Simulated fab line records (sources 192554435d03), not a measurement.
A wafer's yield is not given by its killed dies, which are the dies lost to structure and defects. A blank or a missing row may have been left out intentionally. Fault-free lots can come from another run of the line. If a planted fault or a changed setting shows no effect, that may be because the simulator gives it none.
Which of the tools did it? | flow n5-finfet | 72 wafers from 24 lots sampled at 4 of the route's 1938 steps

WHAT THE GAUGES SHOWED, per wafer
N5_BEOL_M9_CD_MEAS_28 targets a cd of 70 nm. Usual: cd-nm 69.95 nm, standard deviation 0.28.
lot  | measured     | on        | cd-nm (nm)        | flag
L075 | day 10 08:55 | cd-sem-02 | 70.41 70.07 69.91 |
L074 | day 10 21:55 | cd-sem-02 | 69.88 69.63 70.07 |
L077 | day 11 08:11 | cd-sem-02 | 69.83 70.16 69.95 |
L076 | day 11 10:18 | cd-sem-01 | 70.24 70.58 70.15 |
L078 | day 12 01:02 | cd-sem-03 | 70.15 70.19 70.40 |
L079 | day 12 10:34 | cd-sem-01 | 70.11 69.92 70.45 |
L082 | day 12 12:56 | cd-sem-02 | 70.00 69.68 69.89 |
L081 | day 12 19:41 | cd-sem-01 | 70.06 69.82 70.36 |
L080 | day 13 04:07 | cd-sem-02 | 70.05 70.16 69.60 |
L083 | day 13 05:11 | cd-sem-02 | 69.63 69.85 69.85 |
L084 | day 13 05:25 | cd-sem-01 | 69.62 69.42 69.91 |
L085 | day 13 08:20 | cd-sem-02 | 70.37 70.16 70.06 |
L086 | day 13 12:44 | cd-sem-02 | 70.24 70.24 69.83 |
L088 | day 14 09:50 | cd-sem-03 | 69.77 69.76 69.58 |
L087 | day 14 17:29 | cd-sem-03 | 69.61 69.39 69.81 |
L091 | day 14 18:57 | cd-sem-01 | 70.00 69.86 69.57 |
L089 | day 15 06:08 | cd-sem-03 | 70.46 70.15 69.99 |
L090 | day 15 21:35 | cd-sem-01 | 70.01 70.06 70.23 |
L093 | day 16 05:05 | cd-sem-01 | 69.90 69.77 69.63 |
L092 | day 16 05:16 | cd-sem-02 | 69.51 69.84 69.91 |
L094 | day 17 00:27 | cd-sem-02 | 69.51 69.82 69.69 |
L096 | day 17 02:15 | cd-sem-02 | 70.16 70.09 69.81 |
L097 | day 17 05:10 | cd-sem-01 | 69.71 69.98 70.18 |
L095 | day 17 05:21 | cd-sem-01 | 70.03 70.02 69.70 |

N5_BEOL_M9_OVL_MEAS_29. Usual: for V8_OVL the level is -0.1 nm and the standard deviation is 0.63.
lot  | measured     | on         | V8_OVL (nm)    | flag
L075 | day 10 08:57 | overlay-01 | -1.3 0.3 -0.4  |
L074 | day 10 21:57 | overlay-02 | 0.4 -0.3 0.7   |
L077 | day 11 08:14 | overlay-02 | -0.2 1.4 0.5   |
L076 | day 11 10:20 | overlay-01 | -0.7 -0.3 0.3  |
L078 | day 12 01:04 | overlay-01 | 0.0 -0.9 0.3   |
L079 | day 12 10:37 | overlay-02 | -0.3 -0.8 0.3  |
L082 | day 12 12:59 | overlay-01 | -1.2 -0.3 -0.6 |
L081 | day 12 19:44 | overlay-01 | 1.1 1.0 0.5    |
L080 | day 13 04:09 | overlay-01 | 0.2 -1.3 -0.6  |
L083 | day 13 05:13 | overlay-01 | 0.4 0.7 1.3    |
L084 | day 13 05:26 | overlay-01 | 0.0 -0.2 -0.6  |
L085 | day 13 08:22 | overlay-01 | -1.1 -0.1 -0.6 |
L086 | day 13 12:46 | overlay-01 | 0.9 -0.2 0.4   |
L088 | day 14 09:53 | overlay-02 | 0.4 0.4 -0.1   |
L087 | day 14 17:31 | overlay-02 | -0.7 0.0 -0.9  |
L091 | day 14 18:59 | overlay-02 | -0.8 0.3 -0.2  |
L089 | day 15 06:11 | overlay-01 | 0.5 -0.1 -0.1  |
L090 | day 15 21:37 | overlay-01 | -0.8 -1.2 -0.3 |
L093 | day 16 05:07 | overlay-01 | -0.1 -1.0 -1.2 |
L092 | day 16 05:18 | overlay-01 | -0.7 -0.3 0.7  |
L094 | day 17 00:29 | overlay-01 | 0.6 0.7 0.8    |
L096 | day 17 02:17 | overlay-02 | -0.2 -0.5 -0.4 |
L097 | day 17 05:13 | overlay-01 | 0.3 -0.5 1.8   |
L095 | day 17 05:23 | overlay-01 | 0.8 0.5 -1.0   |

N5_BEOL_M9_RS_MEAS_57: uses a four-point probe to measure. Usual: for M9_RS the level is 0.151 ohm/sq and the standard deviation is 0.0033.
lot  | measured     | on            | M9_RS (ohm/sq)    | flag
L075 | day 10 14:37 | film-metro-01 | 0.155 0.146 0.150 |
L074 | day 11 06:39 | film-metro-02 | 0.150 0.154 0.152 |
L077 | day 11 14:16 | film-metro-01 | 0.154 0.153 0.154 |
L076 | day 11 16:43 | film-metro-02 | 0.148 0.157 0.152 |
L078 | day 12 04:47 | film-metro-02 | 0.149 0.147 0.154 |
L079 | day 12 13:25 | film-metro-01 | 0.153 0.143 0.155 |
L082 | day 12 17:45 | film-metro-02 | 0.151 0.152 0.147 |
L081 | day 12 22:52 | film-metro-02 | 0.146 0.153 0.154 |
L080 | day 13 07:38 | film-metro-02 | 0.150 0.156 0.154 |
L083 | day 13 08:14 | film-metro-01 | 0.152 0.152 0.149 |
L084 | day 13 09:25 | film-metro-01 | 0.152 0.152 0.145 |
L085 | day 13 11:49 | film-metro-02 | 0.154 0.152 0.153 |
L086 | day 13 15:46 | film-metro-02 | 0.147 0.156 0.152 |
L088 | day 14 13:16 | film-metro-02 | 0.144 0.147 0.153 |
L087 | day 14 20:20 | film-metro-02 | 0.154 0.155 0.153 |
L091 | day 14 23:02 | film-metro-02 | 0.151 0.151 0.152 |
L089 | day 15 11:43 | film-metro-02 | 0.148 0.152 0.148 |
L090 | day 16 02:15 | film-metro-02 | 0.150 0.154 0.157 |
L093 | day 16 08:44 | film-metro-01 | 0.154 0.150 0.144 |
L092 | day 16 12:33 | film-metro-01 | 0.150 0.153 0.151 |
L094 | day 17 04:53 | film-metro-01 | 0.155 0.150 0.154 |
L096 | day 17 07:20 | film-metro-01 | 0.148 0.150 0.150 |
L097 | day 17 08:32 | film-metro-02 | 0.151 0.151 0.148 |
L095 | day 17 09:01 | film-metro-01 | 0.148 0.151 0.155 |

N5_BEOL_M10_OVL_MEAS_12. Usual: for M10_OVL the level is -0.4 nm and the standard deviation is 0.89.
lot  | measured     | on         | M10_OVL (nm)   | flag
L075 | day 10 17:30 | overlay-02 | -0.3 -0.2 -0.2 |
L074 | day 11 08:20 | overlay-01 | -0.3 -0.3 0.3  |
L077 | day 11 16:23 | overlay-02 | 0.8 0.7 0.5    |
L076 | day 11 22:32 | overlay-01 | -1.1 0.8 -0.2  |
L078 | day 12 07:31 | overlay-01 | -0.2 -0.4 0.1  |
L079 | day 12 16:38 | overlay-01 | 0.4 -0.4 -0.6  |
L082 | day 12 21:32 | overlay-02 | -0.2 0.8 0.6   |
L081 | day 13 01:11 | overlay-01 | 0.0 1.1 1.0    |
L080 | day 13 09:24 | overlay-02 | -1.0 -0.2 0.0  |
L083 | day 13 09:46 | overlay-02 | -1.3 -1.1 -0.8 |
L084 | day 13 10:49 | overlay-02 | -0.1 -1.1 -0.6 |
L085 | day 13 13:44 | overlay-01 | -0.4 -1.2 -1.5 |
L086 | day 13 17:37 | overlay-02 | -1.5 -1.4 -1.0 |
L088 | day 14 15:16 | overlay-02 | 0.7 0.8 1.1    |
L087 | day 14 22:08 | overlay-01 | -1.9 -2.3 -0.5 |
L091 | day 15 01:20 | overlay-01 | -0.1 -0.1 0.4  |
L089 | day 15 13:31 | overlay-01 | -1.0 -1.7 -0.1 |
L090 | day 16 05:38 | overlay-02 | -0.6 -1.3 -1.0 |
L093 | day 16 10:23 | overlay-02 | -0.1 1.5 -0.4  |
L092 | day 16 14:47 | overlay-02 | -0.8 -1.0 -1.8 |
L094 | day 17 06:48 | overlay-01 | 0.5 0.1 -0.1   |
L096 | day 17 12:56 | overlay-01 | -1.0 -1.5 -1.2 |
L097 | day 17 13:17 | overlay-01 | -0.6 0.8 0.4   |
L095 | day 17 14:20 | overlay-01 | 0.7 -1.3 -0.1  |

TOOL THAT RAN EACH LOT (tool first, then ch and the chambers of the sampled wafers, then the start)
No process step before these readings appears in the record.

AS READ BY THE TOOLS THEMSELVES (means over the sampled wafers that have a number; for cases with no such wafer, the mark the record gives instead)
The record holds no such reading with a usual standard deviation.

THE ANSWER, worked out from the rows above alone
Rule: a lot is off if the mean of its wafers that have a number lies more than 3 standard deviations from the usual mean. Also off: a lot with no number at a reading for which 4 or more lots have one. All remaining lots with rows at the step are treated as sound. Order of review: gauges by route order, followed by the tools' own readings, for which a lot's mean as printed above is used. At the first step where some lot is off, the reading lying furthest off is the one used; lots without a number count as furthest.
Across all readings shown, no lot is off: no conclusion can be drawn from this.

WHAT HAD BEEN PUT IN BY THE SIMULATOR
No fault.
